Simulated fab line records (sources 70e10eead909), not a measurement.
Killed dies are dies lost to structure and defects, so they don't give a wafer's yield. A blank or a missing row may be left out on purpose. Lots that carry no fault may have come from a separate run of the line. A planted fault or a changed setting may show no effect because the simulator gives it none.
fab line records + flow nand_harc + part 2 of 2: steps 29 to 42 of 42
record
- lots=5
- wafers=15
- last_day=24
route steps=1159 shown A_BLC@990 A_M0@994 A_M1@1026
lots that met no fault: from a run of the same line without faults
start_h: the number of hours between the record's first day and the start of the first shown wafer of the lot + wait_h: hours from the lot's prior step to this one + " unchanged from the row above + L1.1+2: one row covering several wafers at once + - no value, or no start given + * or withheld: withheld + < > ~ a bound
route shown NAME@n: NAME is a module with steps in the file, n the number in the route of the first one + usual: average and standard deviation across the fault-free wafers + same: alike in all rows + chamber/n: place in a boat + sites: each site's reading + _std_site: the standard deviation of these + _edge_site: mean of outer sites minus mean of inner sites + radius_mm: how far each site lies from the wafer's centre + mask NAME#n: copy n + behind: the last tool/chamber to shape the wafer + hold: cause of the lot's hold/its duration in hours/its outcome + device: the n, p or np transistor that did not switch + end of line: the tests these same wafers got at the end of their route + step lacking rows: just its recipe + killed: dies lost to structure and defects at the first sort, not the wafer's yield + map: a wafer's dies, x killed, . not, _ none there
set.NAME: the setting the step ran with; set.NAME@STEP: the setting that earlier step ran with + model.NAME: the simulator's own value behind a step, which no gauge read
lots at some steps of the route; a table a step, a row a wafer
services: from which hour (start_h, from the record's first day; less than 0 if before it) a tool's chamber was out of use, for how many hours, and why
## steps
# step NHARC_A_M0_CMP_23
# recipe
- t_overpolish_s=20
- target_thk_nm=113.75
# usual
- edge_zone_pressure_frac=1.000/0.0053
- motor_current_A=11.9/1.3
- time_to_endpoint_s=29.2/1.8
| lot.wafer | tool   | chamber | start_h | wait_h | edge_zone_pressure_frac | motor_current_A | time_to_endpoint_s |
|-----------|--------|---------|---------|--------|-------------------------|-----------------|--------------------|
| L081.4    | cmp-01 | 0       | 438.00  | -      | 0.999                   | 11.2            | 28.6               |
| L081.1    | "      | 2       | "       | "      | 1.010                   | 12.7            | 29.1               |
| L081.5    | "      | 0       | "       | "      | 1.007                   | 12.1            | 28.6               |
| L079.3    | cmp-04 | 3       | 441.36  | -      | 1.005                   | 11.8            | 27.5               |
| L079.4    | "      | 1       | "       | "      | 1.001                   | 10.3            | 29.1               |
| L079.2    | "      | 2       | "       | "      | 1.011                   | 12.3            | 29.2               |
| L088.3    | cmp-01 | 1       | 478.50  | -      | 1.007                   | 12.4            | 29.5               |
| L088.2    | "      | 2       | "       | "      | 1.004                   | 11.2            | 29.0               |
| L088.6    | "      | 3       | "       | "      | 1.004                   | 11.6            | 29.9               |
| L094.4    | cmp-01 | 0       | 523.30  | -      | 0.999                   | 11.0            | 28.5               |
| L094.3    | "      | 2       | "       | "      | 1.001                   | 12.0            | 27.6               |
| L094.2    | "      | 3       | "       | "      | 1.003                   | 10.9            | 27.0               |
| L095.3    | cmp-02 | 2       | 527.93  | -      | 1.008                   | 11.0            | 25.4               |
| L095.2    | "      | 1       | "       | "      | 1.000                   | 11.0            | 27.9               |
| L095.6    | "      | 3       | "       | "      | 0.996                   | 12.5            | 29.9               |
# step NHARC_A_M0_THK_MEAS_24
# recipe
- thk_meas_gauge=xrf
# usual
- thk_nm=114.1/1.3
| lot.wafer | tool          | chamber | start_h | wait_h | thk_nm |
|-----------|---------------|---------|---------|--------|--------|
| L081.1    | film_metro-02 | -       | 438.31  | -      | 111.7  |
| L081.4    | "             | -       | "       | "      | 112.0  |
| L081.5    | "             | -       | "       | "      | 113.4  |
| L079.2    | film_metro-02 | -       | 441.68  | -      | 112.9  |
| L079.3    | "             | -       | "       | "      | 115.5  |
| L079.4    | "             | -       | "       | "      | 113.2  |
| L088.2    | film_metro-01 | -       | 478.76  | -      | 112.9  |
| L088.3    | "             | -       | "       | "      | 113.1  |
| L088.6    | "             | -       | "       | "      | 116.5  |
| L094.2    | film_metro-01 | -       | 523.62  | -      | 115.1  |
| L094.3    | "             | -       | "       | "      | 112.7  |
| L094.4    | "             | -       | "       | "      | 113.6  |
| L095.2    | film_metro-01 | -       | 528.25  | -      | 114.6  |
| L095.3    | "             | -       | "       | "      | 115.1  |
| L095.6    | "             | -       | "       | "      | 116.2  |
# step NHARC_A_M0_SRD_25
| lot.wafer  | tool         | chamber | start_h | wait_h |
|------------|--------------|---------|---------|--------|
| L081.1+4+5 | wet_bench-10 | 6,0,3   | 438.36  | 0.0    |
| L079.4+3+2 | wet_bench-10 | 4,5,6   | 441.72  | 0.0    |
| L088.6+2+3 | wet_bench-10 | 0,1,2   | 478.81  | 0.0    |
| L094.3+2+4 | wet_bench-08 | 1,3,4   | 523.66  | 0.0    |
| L095.3+6+2 | wet_bench-08 | 4,6,7   | 528.29  | 0.0    |
# step NHARC_A_M0_INSPECT_27
# usual
- raw_defect_count=417/91
| lot.wafer | tool              | chamber | start_h | wait_h | raw_defect_count |
|-----------|-------------------|---------|---------|--------|------------------|
| L081.1    | defect_inspect-01 | -       | 438.47  | 0.0    | 313              |
| L081.4    | "                 | -       | "       | "      | 358              |
| L081.5    | "                 | -       | "       | "      | 411              |
| L079.2    | defect_inspect-01 | -       | 441.85  | 0.1    | 355              |
| L079.3    | "                 | -       | "       | "      | 428              |
| L079.4    | "                 | -       | "       | "      | 297              |
| L088.2    | defect_inspect-01 | -       | 478.92  | 0.0    | 355              |
| L088.3    | "                 | -       | "       | "      | 362              |
| L088.6    | "                 | -       | "       | "      | 517              |
| L094.2    | defect_inspect-02 | -       | 523.79  | 0.0    | 545              |
| L094.3    | "                 | -       | "       | "      | 401              |
| L094.4    | "                 | -       | "       | "      | 274              |
| L095.2    | defect_inspect-02 | -       | 528.40  | 0.0    | 487              |
| L095.3    | "                 | -       | "       | "      | 466              |
| L095.6    | "                 | -       | "       | "      | 579              |
# step NHARC_A_M0_PRE_CLEAN_31
# recipe
- time_s=12
- temp_c=370
- rf_power_w=300
- gas=NH3
# usual
- heater_power_w=634/69
- susceptor_temp_C=370.01/0.19
| lot.wafer | tool     | chamber | start_h | wait_h | heater_power_w | susceptor_temp_C |
|-----------|----------|---------|---------|--------|----------------|------------------|
| L081.1    | pecvd-03 | 2       | 438.54  | 0.1    | 652            | 369.96           |
| L081.4    | "        | 2       | "       | "      | 650            | 369.68           |
| L081.5    | "        | 1       | "       | "      | 616            | 370.19           |
| L079.2    | pecvd-03 | 2       | 441.95  | 0.1    | 617            | 369.79           |
| L079.3    | "        | 0       | "       | "      | 680            | 370.43           |
| L079.4    | "        | 0       | "       | "      | 668            | 370.04           |
| L088.2    | pecvd-01 | 0       | 478.99  | 0.1    | 688            | 370.19           |
| L088.3    | "        | 2       | "       | "      | 658            | 370.00           |
| L088.6    | "        | 2       | "       | "      | 658            | 370.31           |
| L094.2    | pecvd-01 | 1       | 523.85  | 0.1    | 599            | 370.03           |
| L094.3    | "        | 0       | "       | "      | 660            | 370.17           |
| L094.4    | "        | 0       | "       | "      | 664            | 370.11           |
| L095.2    | pecvd-01 | 2       | 528.48  | 0.1    | 756            | 369.88           |
| L095.3    | "        | 0       | "       | "      | 638            | 370.17           |
| L095.6    | "        | 2       | "       | "      | 758            | 370.01           |
# step NHARC_A_M0_DEP_32
# recipe
- target_thk_a=300
- temp_c=370
- target_thk_nm=30
- pressure_torr=3
- flow_sccm=200
- rf_w=450
- material=SiCN
# usual
- heater_power_w=578/76
- susceptor_temp_C=369.99/0.2
| lot.wafer | tool     | chamber | start_h | wait_h | heater_power_w | susceptor_temp_C |
|-----------|----------|---------|---------|--------|----------------|------------------|
| L081.1    | pecvd-03 | 2       | 438.62  | 0.1    | 590            | 370.04           |
| L081.4    | "        | 2       | "       | "      | 592            | 369.94           |
| L081.5    | "        | 1       | "       | "      | 655            | 370.24           |
| L079.2    | pecvd-03 | 2       | 442.06  | 0.1    | 556            | 369.78           |
| L079.3    | "        | 0       | "       | "      | 630            | 369.93           |
| L079.4    | "        | 0       | "       | "      | 664            | 370.05           |
| L088.2    | pecvd-01 | 0       | 479.07  | 0.1    | 623            | 370.07           |
| L088.3    | "        | 2       | "       | "      | 620            | 370.34           |
| L088.6    | "        | 2       | "       | "      | 602            | 370.27           |
| L094.2    | pecvd-01 | 1       | 523.93  | 0.1    | 599            | 369.67           |
| L094.3    | "        | 0       | "       | "      | 619            | 370.06           |
| L094.4    | "        | 0       | "       | "      | 610            | 369.97           |
| L095.2    | pecvd-01 | 2       | 528.59  | 0.1    | 682            | 369.84           |
| L095.3    | "        | 0       | "       | "      | 521            | 369.88           |
| L095.6    | "        | 2       | "       | "      | 668            | 369.94           |
# step NHARC_A_M1_DEP_00
# recipe
- target_thk_a=1825
- target_thk_nm=182.5
- temp_c=withheld
- pressure_torr=5
- flow_sccm=200
- rf_w=600
- material=SiOC
| lot.wafer  | tool     | chamber | start_h | wait_h |
|------------|----------|---------|---------|--------|
| L081.1+4+5 | pecvd-03 | 2,0,1   | -       | -      |
| L079.2+3+4 | pecvd-04 | 2,0,1   | 442.44  | -      |
| L088.3+2+6 | pecvd-01 | 2,0,2   | -       | -      |
| L094.3+2+4 | pecvd-01 | 0,2,2   | -       | -      |
| L095.3+2+6 | pecvd-03 | 2,0,0   | 529.07  | -      |
# step NHARC_A_M1_DEHYDRATE_01
# recipe
- temp_c=150
- time_s=120
| lot.wafer  | tool           | chamber | start_h | wait_h |
|------------|----------------|---------|---------|--------|
| L081.1+4+5 | litho_track-04 | 0       | 439.41  | -      |
| L079.2+3+4 | litho_track-04 | 0       | 442.87  | -      |
| L088.2+3+6 | litho_track-04 | 0       | 480.00  | -      |
| L094.2+3+4 | litho_track-01 | 0       | 524.73  | -      |
| L095.2+3+6 | litho_track-01 | 0       | 529.47  | -      |
# step NHARC_A_M1_HMDS_02
# recipe
- time_s=30
| lot.wafer  | tool           | chamber | start_h | wait_h |
|------------|----------------|---------|---------|--------|
| L081.1+4+5 | litho_track-04 | 0       | -       | -      |
| L079.2+3+4 | litho_track-04 | 0       | -       | -      |
| L088.2+3+6 | litho_track-04 | 0       | -       | -      |
| L094.2+3+4 | litho_track-01 | 0       | -       | -      |
| L095.2+3+6 | litho_track-01 | 0       | -       | -      |
# step NHARC_A_M1_COAT_34
# recipe
- temp_c=200
- time_s=65
| lot.wafer  | tool           | chamber | start_h | wait_h |
|------------|----------------|---------|---------|--------|
| L081.1+4+5 | litho_track-04 | 0       | -       | -      |
| L079.2+3+4 | litho_track-04 | 0       | -       | -      |
| L088.2+3+6 | litho_track-04 | 0       | -       | -      |
| L094.2+3+4 | litho_track-01 | 0       | -       | -      |
| L095.2+3+6 | litho_track-01 | 0       | -       | -      |
# step NHARC_A_M1_COAT_03
# recipe
- spin_rpm=1500
- resist_thk_nm=90
| lot.wafer  | tool           | chamber | start_h | wait_h |
|------------|----------------|---------|---------|--------|
| L081.1+4+5 | litho_track-04 | 0       | -       | -      |
| L079.2+3+4 | litho_track-04 | 0       | -       | -      |
| L088.2+3+6 | litho_track-04 | 0       | -       | -      |
| L094.2+3+4 | litho_track-01 | 0       | -       | -      |
| L095.2+3+6 | litho_track-01 | 0       | -       | -      |
# step NHARC_A_M1_SOFTBAKE_04
# recipe
- temp_c=105
- time_s=55
| lot.wafer  | tool           | chamber | start_h | wait_h |
|------------|----------------|---------|---------|--------|
| L081.1+4+5 | litho_track-04 | 0       | -       | -      |
| L079.2+3+4 | litho_track-04 | 0       | -       | -      |
| L088.2+3+6 | litho_track-04 | 0       | -       | -      |
| L094.2+3+4 | litho_track-01 | 0       | -       | -      |
| L095.2+3+6 | litho_track-01 | 0       | -       | -      |
# step NHARC_A_M1_EBR_05
| lot.wafer  | tool           | chamber | start_h | wait_h |
|------------|----------------|---------|---------|--------|
| L081.1+4+5 | litho_track-04 | 0       | -       | -      |
| L079.2+3+4 | litho_track-04 | 0       | -       | -      |
| L088.2+3+6 | litho_track-04 | 0       | -       | -      |
| L094.2+3+4 | litho_track-01 | 0       | -       | -      |
| L095.2+3+6 | litho_track-01 | 0       | -       | -      |
# step NHARC_A_M1_EXPOSE_06
# recipe
- na=1.35
- target_cd_nm=120
- dose_mj=75.13
- mask_id=A_M1
# usual
- exposure_dose_mJ_cm2=75.05/0.075
| lot.wafer | tool            | chamber | start_h | wait_h | mask   | exposure_dose_mJ_cm2 |
|-----------|-----------------|---------|---------|--------|--------|----------------------|
| L081.1    | arfi_scanner-02 | 0       | 439.70  | -      | A_M1#0 | 75.08                |
| L081.4    | "               | 0       | "       | "      | A_M1#0 | 75.13                |
| L081.5    | "               | 0       | "       | "      | A_M1#0 | 75.13                |
| L079.2    | arfi_scanner-02 | 0       | 443.04  | -      | A_M1#0 | 74.98                |
| L079.3    | "               | 0       | "       | "      | A_M1#0 | 74.98                |
| L079.4    | "               | 0       | "       | "      | A_M1#0 | 75.09                |
| L088.2    | arfi_scanner-03 | 0       | 480.17  | -      | A_M1#0 | 74.95                |
| L088.3    | "               | 0       | "       | "      | A_M1#0 | 75.02                |
| L088.6    | "               | 0       | "       | "      | A_M1#0 | 74.93                |
| L094.2    | arfi_scanner-02 | 0       | 525.03  | -      | A_M1#0 | 75.04                |
| L094.3    | "               | 0       | "       | "      | A_M1#0 | 75.09                |
| L094.4    | "               | 0       | "       | "      | A_M1#0 | 75.06                |
| L095.2    | arfi_scanner-02 | 0       | 529.76  | -      | A_M1#0 | 74.96                |
| L095.3    | "               | 0       | "       | "      | A_M1#0 | 75.01                |
| L095.6    | "               | 0       | "       | "      | A_M1#0 | 75.03                |
## services
| tool            | chamber | start_h | hours | kind   |
|-----------------|---------|---------|-------|--------|
| ecd_cu-02       | -       | 416.20  | 1.9   | repair |
| pecvd-01        | -       | 418.00  | 13.0  | pm     |
| wet_bench-10    | -       | 423.20  | 8.0   | pm     |
| arfi_scanner-02 | -       | 428.00  | 4.0   | pm     |
| rie_diel-09     | -       | 431.12  | 9.0   | pm     |
| ecd_cu-02       | -       | 432.72  | 2.0   | repair |
| cmp-01          | -       | 440.48  | 1.1   | repair |
| pvd_sputter-03  | -       | 442.30  | 5.5   | repair |
| litho_track-01  | -       | 443.00  | 7.0   | pm     |
| pecvd-04        | 1       | 447.21  | 6.6   | repair |
| arfi_scanner-02 | -       | 456.99  | 0.5   | repair |
| pvd_sputter-03  | -       | 458.00  | 10.0  | pm     |
| litho_track-06  | -       | 467.00  | 7.0   | pm     |
| pecvd-01        | 0       | 467.49  | 1.9   | repair |
| rie_diel-09     | 2       | 469.59  | 7.5   | repair |
| pecvd-03        | -       | 473.01  | 13.0  | pm     |
| cmp-01          | -       | 473.65  | 4.0   | pm     |
| arfi_scanner-02 | -       | 489.16  | 1.1   | repair |
| litho_track-04  | -       | 491.00  | 7.0   | pm     |
| rie_diel-01     | -       | 491.80  | 9.0   | pm     |
| cmp-01          | -       | 508.99  | 1.4   | repair |
| pvd_sputter-01  | -       | 514.00  | 10.0  | pm     |
| pecvd-03        | -       | 514.20  | 3.1   | repair |
| rie_diel-09     | 1       | 515.57  | 5.7   | repair |
